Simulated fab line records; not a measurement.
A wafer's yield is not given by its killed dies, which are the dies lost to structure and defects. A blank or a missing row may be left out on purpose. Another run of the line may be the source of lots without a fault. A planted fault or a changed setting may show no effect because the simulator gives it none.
Lot-split experiment -- flow n5 finfet -- 39 wafers read across 7 lots, on a route 1938 steps long

== THE SPLIT ==
At N5_MIM_BOT_LITHO_DEVELOP_07 (develop time 60 s), the setting develop time s was moved away from the recipe's 60 s on 12 of the 39 wafers read, by -59.3% to +56.9%. This setting was run at the recipe's value on the other wafers.

== FROM THE SPLIT TO THE READING: what the file shows between them, 1 step ==
- N5_MIM_BOT_LITHO_HARDBAKE_09: time 120 s

== THE READING ==
At N5_MIM_BOT_LITHO_CD_MEAS_08: cd nm in nanometres, against a target cd of 3000 nm. Typical for fault-free wafers on this fab line: 2999.8 nm, with standard deviation 2.2 nm.

wafer,"tool, chamber at the split","develop time s as run, s",against the recipe,"cd nm, nm",against lot-mates on the recipe
L079.1,"litho track-01, 0",88.16,+46.9%,3004.7,+5.6
L079.2,"litho track-01, 0",88.16,+46.9%,3007.7,+8.6
L079.3,"litho track-01, 0",60,recipe,2997.5,-
L079.4,"litho track-01, 0",60,recipe,3000.2,-
L079.5,"litho track-01, 0",88.16,+46.9%,3005.6,+6.5
L079.6,"litho track-01, 0",60,recipe,2999.6,-
L084.2,"litho track-05, 0",60,recipe,2999.9,-
L084.4,"litho track-05, 0",60,recipe,2999.3,-
L084.5,"litho track-05, 0",60,recipe,3000.5,-
L087.1,"litho track-05, 0",60,recipe,2995.8,-
L087.2,"litho track-05, 0",33.16,-44.7%,2986.6,-10.4
L087.3,"litho track-05, 0",33.16,-44.7%,2987.3,-9.7
L087.4,"litho track-05, 0",33.16,-44.7%,2986.4,-10.6
L087.5,"litho track-05, 0",60,recipe,2998.0,-
L087.6,"litho track-05, 0",60,recipe,2997.1,-
L090.1,"litho track-05, 0",60,recipe,2995.5,-
L090.2,"litho track-05, 0",60,recipe,2999.1,-
L090.3,"litho track-05, 0",60,recipe,2997.9,-
L090.4,"litho track-05, 0",60,recipe,2999.2,-
L090.5,"litho track-05, 0",60,recipe,3000.0,-
L090.6,"litho track-05, 0",60,recipe,2997.5,-
L092.1,"litho track-02, 0",60,recipe,2999.0,-
L092.2,"litho track-02, 0",60,recipe,2999.9,-
L092.3,"litho track-02, 0",60,recipe,2999.4,-
L092.4,"litho track-02, 0",60,recipe,3002.1,-
L092.5,"litho track-02, 0",60,recipe,2996.3,-
L092.6,"litho track-02, 0",60,recipe,2999.5,-
L094.1,"litho track-02, 0",60,recipe,3004.9,-
L094.2,"litho track-02, 0",94.16,+56.9%,3011.7,+7.8
L094.3,"litho track-02, 0",94.16,+56.9%,3014.1,+10.2
L094.4,"litho track-02, 0",60,recipe,3002.5,-
L094.5,"litho track-02, 0",60,recipe,3004.2,-
L094.6,"litho track-02, 0",94.16,+56.9%,3012.5,+8.6
L096.1,"litho track-02, 0",24.43,-59.3%,2985.3,-15.8
L096.2,"litho track-02, 0",24.43,-59.3%,2981.4,-19.7
L096.3,"litho track-02, 0",24.43,-59.3%,2984.3,-16.8
L096.4,"litho track-02, 0",60,recipe,3000.6,-
L096.5,"litho track-02, 0",60,recipe,3002.2,-
L096.6,"litho track-02, 0",60,recipe,3000.5,-

FIT RESULTS
A straight line over all 39 wafers: cd nm changes by +0.234 nm for each +1% of develop time s; r = +0.94; the points scatter about the line by 2.5 nm.
The same after taking each lot's own level away (the mean of its wafers on the recipe; 39 wafers): +0.212 nm for each +1%; r = +0.95; scatter 2.1 nm.
According to that fit, moving develop time s by its largest amount changes the reading by 13 nm.
From 2996.97 to 3003.87 nm: that is the span of the lots' own levels, equal to 3.1 times the standard deviation above.
In other words, the slope is changed by the lot-to-lot level; the two fits disagree.
Check: -13.1 nm against its lot-mates is what the line predicts for one of the wafers moved furthest among these (-59.3%) when that wafer is left out of the fit. It came out at -15.8 nm against them.

== OTHER SPLITS ON THESE WAFERS ==
Other splits were also applied to these wafers ahead of the reading. Each is held against what the fit with the lots' levels taken away leaves over:
other split on the same wafers,wafers away from the commonest value,r with cd nm (lot level and that fit taken away)
N5_BEOL_M14_ILD_DEP_00 time s,18,+0.08

== THE FILE'S OWN FIT ==
cd nm changes by +0.212 nm for each +1% of develop time s, r = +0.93.
